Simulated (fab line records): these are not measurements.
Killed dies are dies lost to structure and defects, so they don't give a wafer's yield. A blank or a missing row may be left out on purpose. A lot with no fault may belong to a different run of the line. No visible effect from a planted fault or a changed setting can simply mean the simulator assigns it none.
Which tool was responsible? / flow n5 finfet / 11 lots with 30 wafers sampled at 3 steps, on a route of 1938 steps

WHAT THE GAUGES READ, wafer by wafer
N5_BEOL_M15_INSPECT_12: inspects for defects (macro).
lot=L699; measured=day 12 06:10; on=defect inspect-02; raw defect count=2 1 4
lot=L698; measured=day 12 13:44; on=defect inspect-01; raw defect count=3 2 1
lot=L702; measured=day 13 12:40; on=defect inspect-01; raw defect count=2 2
lot=L701; measured=day 13 12:55; on=defect inspect-02; raw defect count=1 3
lot=L705; measured=day 14 13:23; on=defect inspect-01; raw defect count=2 2 2
lot=L715; measured=day 17 09:44; on=defect inspect-01; raw defect count=4 3
lot=L714; measured=day 17 17:03; on=defect inspect-01; raw defect count=245 271 269
lot=L716; measured=day 17 21:00; on=defect inspect-02; raw defect count=4 1 1
lot=L718; measured=day 18 04:30; on=defect inspect-02; raw defect count=252 290 268
lot=L719; measured=day 18 05:48; on=defect inspect-01; raw defect count=0 3 0
lot=L721; measured=day 19 11:26; on=defect inspect-02; raw defect count=4 1 1

TOOL THAT RAN EACH LOT (tool first, then ch and the chambers of the sampled wafers, then the start)
lot=L699; N5_BEOL_M14_ETCH_59=rie diel-03 ch 0,2,3, day 11 21:25; N5_BEOL_M15_ILD_DEP_00=pecvd-03 ch 0,2, day 12 05:26
lot=L698; N5_BEOL_M14_ETCH_59=rie diel-01 ch 0,2, day 12 06:13; N5_BEOL_M15_ILD_DEP_00=pecvd-01 ch 0,2, day 12 12:59
lot=L702; N5_BEOL_M14_ETCH_59=rie diel-01 ch 2,3, day 13 08:34; N5_BEOL_M15_ILD_DEP_00=pecvd-01 ch 0,1, day 13 11:56
lot=L701; N5_BEOL_M14_ETCH_59=rie diel-04 ch 0,1, day 13 08:50; N5_BEOL_M15_ILD_DEP_00=pecvd-03 ch 0,2, day 13 12:18
lot=L705; N5_BEOL_M14_ETCH_59=rie diel-01 ch 2,3, day 14 09:34; N5_BEOL_M15_ILD_DEP_00=pecvd-01 ch 1,2, day 14 12:47
lot=L715; N5_BEOL_M14_ETCH_59=rie diel-01 ch 0,1, day 16 22:19; N5_BEOL_M15_ILD_DEP_00=pecvd-03 ch 0, day 17 08:53
lot=L714; N5_BEOL_M14_ETCH_59=rie diel-03 ch 0,3, day 17 10:41; N5_BEOL_M15_ILD_DEP_00=pecvd-03 ch 0,1,2, day 17 16:33
lot=L716; N5_BEOL_M14_ETCH_59=rie diel-01 ch 0,1,2, day 17 14:50; N5_BEOL_M15_ILD_DEP_00=pecvd-01 ch 0,1,2, day 17 20:22
lot=L718; N5_BEOL_M14_ETCH_59=rie diel-03 ch 0,2,3, day 17 17:29; N5_BEOL_M15_ILD_DEP_00=pecvd-03 ch 0,1,2, day 18 03:46
lot=L719; N5_BEOL_M14_ETCH_59=rie diel-03 ch 2,3, day 17 18:17; N5_BEOL_M15_ILD_DEP_00=pecvd-01 ch 0,2, day 18 05:03
lot=L721; N5_BEOL_M14_ETCH_59=rie diel-04 ch 0,2, day 19 06:39; N5_BEOL_M15_ILD_DEP_00=pecvd-04 ch 0,1,2, day 19 10:50
- N5_BEOL_M14_ETCH_59: etches BARC in N2/H2, target depth 89 nm, overetch 26.7 nm, time 67.9 s.
- N5_BEOL_M15_ILD_DEP_00: deposits SiO2 from TEOS/O2, target thk 1629.3 nm, time 346.1 s.

THE ANSWER, worked out from the rows above alone
Rule: the lots themselves supply what counts as usual. Put in order of their means at a reading, lots are off if they are a third of the lots or fewer, leave a main group of 4 or more, and stand apart from it by a gap of 3 or more times the standard deviation of the main group's means; of several such gaps the widest counts. If all means in a main group match to the digits the tables above print for the reading, that group is not used. Also off: a lot with no number at a reading for which 4 or more lots have one. Where the step has rows for the other lots, those lots are counted as sound.
Off at N5_BEOL_M15_INSPECT_12 (raw defect count): L714, L718. Mean 2.1 and standard deviation 0.6 in the main group.
A tool fits if, at a process step before that reading, it ran every lot that is off, and no sound lot after the first of them. Those tools and the gauges at N5_BEOL_M15_INSPECT_12 are tried in the same way. One fits: pecvd-03 at N5_BEOL_M15_ILD_DEP_00. Its last sound lot is L715 (day 17 08:53), its first lot that is off L714 (day 17 16:33): a fault that began between those two fits.

WHAT HAD BEEN PUT IN BY THE SIMULATOR
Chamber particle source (pecvd-03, N5_BEOL_M15_ILD_DEP_00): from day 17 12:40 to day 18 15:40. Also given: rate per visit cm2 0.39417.
Struck lots among those shown: L714, L718. The same result came from the rule above.
